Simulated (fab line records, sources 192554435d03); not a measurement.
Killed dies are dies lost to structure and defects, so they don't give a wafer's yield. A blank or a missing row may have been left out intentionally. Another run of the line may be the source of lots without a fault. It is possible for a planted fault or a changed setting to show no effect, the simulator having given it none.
Comparing a struck lot with a sound one / flow n5 finfet / 15 steps out of a route of 1938
Sound: wafers L828.1, L828.2, L828.6. Struck: wafer L834.2. (L834.5, L834.6 of the same lot were not struck and are left out.) The cause comes at the end.
At each step with rows: each side's tool, then ch and its chambers, then its first start. Under that, the readings that differ: sound wafers / struck wafers / difference of the means / sigmas: that difference in standard deviations of wafers without a fault.
alike: words and numbers the same on both sides, and readings whose means are apart by under 2 such deviations; not compared: readings that were withheld, readings missing a value for some wafer, numbers with overlapping values and no deviation given by the record, and bounds like >300 which may hide the same value.
The two part at a step that has a row with sigmas, a row that says differs or no value, or rows on one side only. Numbers that don't overlap but have no deviation are shown without sigmas and don't part them. A reading that every wafer of one side lacks parts them only if that side has two wafers or more.

first, 1 step without rows for these wafers: N5_BEOL_M14_STRIP_69 (strips in N2/H2).
N5_BEOL_M14_TRENCH_ETCH_34: etches SiO2 in C4F8/O2/Ar, target depth 556.65 nm, time 126.9 s.
  sound on rie diel-04 ch 0,2,3, day 11 06:39; struck on rie diel-01 ch 0, day 13 14:43
  alike: drypump motor current A, oes_ar_750_au, oes product au, rf vpp V, showerhead plenum p Torr, throttle valve pct
  not compared: rf hours counter h
then, 1 step without rows for these wafers: N5_BEOL_M14_STRIP_70 (strips in C4F8/O2/Ar).
N5_BEOL_M14_OCD_MEAS_35:
  sound: ocd-01 at day 11 06:48; struck: ocd-01 at day 13 14:52
reading=trench depth nm (nm); sound=578 575 558; struck=544; difference=-26; sigmas=-2
then, 1 step without rows for these wafers: N5_BEOL_M14_STRIP_37 (strips in O2).
N5_BEOL_M14_ETCH_38: etches SiCN in CF4/N2, target depth 106.5 nm, time 120.6 s.
  sound on rie diel-03 ch 0,1,3; struck on rie diel-03 ch 1
  alike: drypump motor current A, oes product au, rf vpp V, showerhead plenum p Torr, throttle valve pct
  not compared: rf hours counter h
then, 2 steps without rows for these wafers: N5_BEOL_M14_PRECLEAN_39 (cleans in residue remover, time 60 s); N5_BEOL_M14_SRD_40 (time 30 s, dry time 30 s).
N5_BEOL_M14_DEGAS_41: time 60 s.
  sound: pvd sputter-02 at day 11 12:15; struck: pvd sputter-02 at day 13 17:40
  alike: heater power w
N5_BEOL_M14_PRE_CLEAN_42: time 30 s.
  sound: pvd sputter-02 at day 11 12:17; struck: pvd sputter-02 at day 13 17:43
  alike: heater power w
then, 1 step without rows for these wafers: N5_BEOL_M14_SPUTTER_43 (material TaN, target thk 15 nm, time 24.19 s).
N5_BEOL_M14_SPUTTER_44: material Ta, target thk 15 nm, time 24.19 s.
  sound: pvd sputter-02 at day 11 12:25; struck: pvd sputter-02 at day 13 17:50
reading=throttle valve pct (%); sound=29.9 29.2 29.5; struck=32.8; difference=+3.3; sigmas=+3
  alike: cathode dc power W, chamber pressure pa
N5_BEOL_M14_SPUTTER_45: material Cu, target thk 100 nm, time 16.67 s.
  sound: pvd sputter-02 at day 11 12:29; struck: pvd sputter-02 at day 13 17:55
reading=cathode dc power W (W); sound=25999 26003 26006; struck=20893; difference=-5110; sigmas=-99 or more
reading=throttle valve pct (%); sound=29.6 29.0 29.6; struck=32.8; difference=+3.4; sigmas=+3
  alike: chamber pressure pa
then, 1 step without rows for these wafers: N5_BEOL_M14_ECD_47 (material Cu, target thk 1248 nm).
N5_PASSIVATION_PROBE_49:
  sound: prober-02 at day 12 14:34; struck: prober-01 at day 14 17:13
reading=killed at other; sound=7 7 3; struck=0; difference=-6; sigmas=-2
  alike: defect limited yield, killed_at_M0_to_M3, killed_at_M4_up, killed at contacts, killed at front end, killed dies, killed open, killed short, sort_bin_5_function, sort_bin_6_memory, sort_bin_8_speed, sort n pass, sort yield pct

## WHERE THEY PART
Earliest at N5_BEOL_M14_OCD_MEAS_35; latest, in this record, at N5_PASSIVATION_PROBE_49.

WHY: whatever the simulator had introduced
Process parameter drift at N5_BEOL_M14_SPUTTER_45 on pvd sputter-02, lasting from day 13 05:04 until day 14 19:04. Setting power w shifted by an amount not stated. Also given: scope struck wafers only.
